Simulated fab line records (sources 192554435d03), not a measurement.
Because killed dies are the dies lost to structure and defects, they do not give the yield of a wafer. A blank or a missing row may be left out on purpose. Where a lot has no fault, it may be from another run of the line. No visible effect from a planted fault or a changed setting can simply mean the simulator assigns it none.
Which tool was responsible? | flow n5-finfet | Sampling: 12 lots, 36 wafers, 3 of 1938 route steps

== WHAT THE GAUGES SHOWED, per wafer ==
N5_BEOL_M0_CUTY_OVL_MEAS_58.
lot  | measured     | on         | M0_ABLK_OVL (nm)
L075 | day 6 03:11  | overlay-02 | -0.4 0.6 0.3
L077 | day 6 08:46  | overlay-02 | 0.1 0.0 0.0
L079 | day 7 01:14  | overlay-01 | -0.8 -0.1 -0.7
L081 | day 7 11:35  | overlay-02 | -1.3 -1.2 -0.2
L083 | day 7 23:14  | overlay-01 | -0.8 -1.1 -0.8
L085 | day 8 13:43  | overlay-01 | -0.3 -0.4 0.0
L087 | day 9 02:17  | overlay-02 | -1.1 -0.1 0.3
L089 | day 9 19:15  | overlay-01 | 0.2 -0.4 -0.8
L091 | day 10 14:35 | overlay-01 | 0.0 -0.1 -0.3
L093 | day 11 00:26 | overlay-02 | -0.7 0.5 -0.5
L095 | day 11 05:35 | overlay-01 | 0.8 0.1 -0.3
L097 | day 11 17:59 | overlay-02 | 0.5 -0.4 0.2

== WHICH TOOL RAN EACH LOT (tool, then ch and the chambers of the sampled wafers, then the start) ==
lot  | N5_BEOL_M0_SAQP_RECESS_104         | N5_BEOL_M0_SAQP_STRIP_108
L075 | vapor-etch-02 ch 0,1, day 5 23:33  | rie-diel-03 ch 0,1, day 6 00:09
L077 | vapor-etch-02 ch 0,1, day 6 05:23  | rie-diel-03 ch 1,2, day 6 05:59
L079 | vapor-etch-02 ch 0,1, day 6 19:47  | rie-diel-06 ch 0,2, day 6 20:20
L081 | vapor-etch-01 ch 0,1, day 7 08:08  | rie-diel-06 ch 2,3, day 7 08:41
L083 | vapor-etch-02 ch 0,1, day 7 19:44  | rie-diel-03 ch 2,3, day 7 20:10
L085 | vapor-etch-01 ch 0,1, day 8 10:11  | rie-diel-03 ch 1,2,3, day 8 10:48
L087 | vapor-etch-02 ch 0, day 8 22:54    | rie-diel-03 ch 0,2,3, day 8 23:27
L089 | vapor-etch-02 ch 0,1, day 9 15:59  | rie-diel-03 ch 0,1, day 9 16:32
L091 | vapor-etch-02 ch 0, day 10 11:18   | rie-diel-02 ch 0,2,3, day 10 11:51
L093 | vapor-etch-01 ch 0,1, day 10 20:16 | rie-diel-06 ch 1,2,3, day 10 20:42
L095 | vapor-etch-01 ch 0,1, day 11 02:19 | rie-diel-06 ch 1,2, day 11 02:49
L097 | vapor-etch-01 ch 0,1, day 11 13:38 | rie-diel-03 ch 0,2, day 11 14:11
- N5_BEOL_M0_SAQP_RECESS_104: chemistry HF/NH3, target SiO2, target depth 18 nm, afs cycles 3, sublimation time 60 s.
- N5_BEOL_M0_SAQP_STRIP_108: strips in N2/H2.

== THE ANSWER, worked out from the rows above alone ==
Rule: what is usual is taken from the lots themselves. Put in order of their means at a reading, lots are off if they are a third of the lots or fewer, leave a main group of 4 or more, and stand apart from it by a gap of 3 or more times the standard deviation of the main group's means; of several such gaps the widest counts. The tables above print the reading to a certain number of digits; a main group whose means all agree to those digits is not used. Also off: a lot with no number at a reading for which 4 or more lots have one. The other lots that the step has rows for count as sound.
Nothing can be told from this: no lot is off at any reading shown.

== WHAT THE SIMULATOR HAD PUT IN ==
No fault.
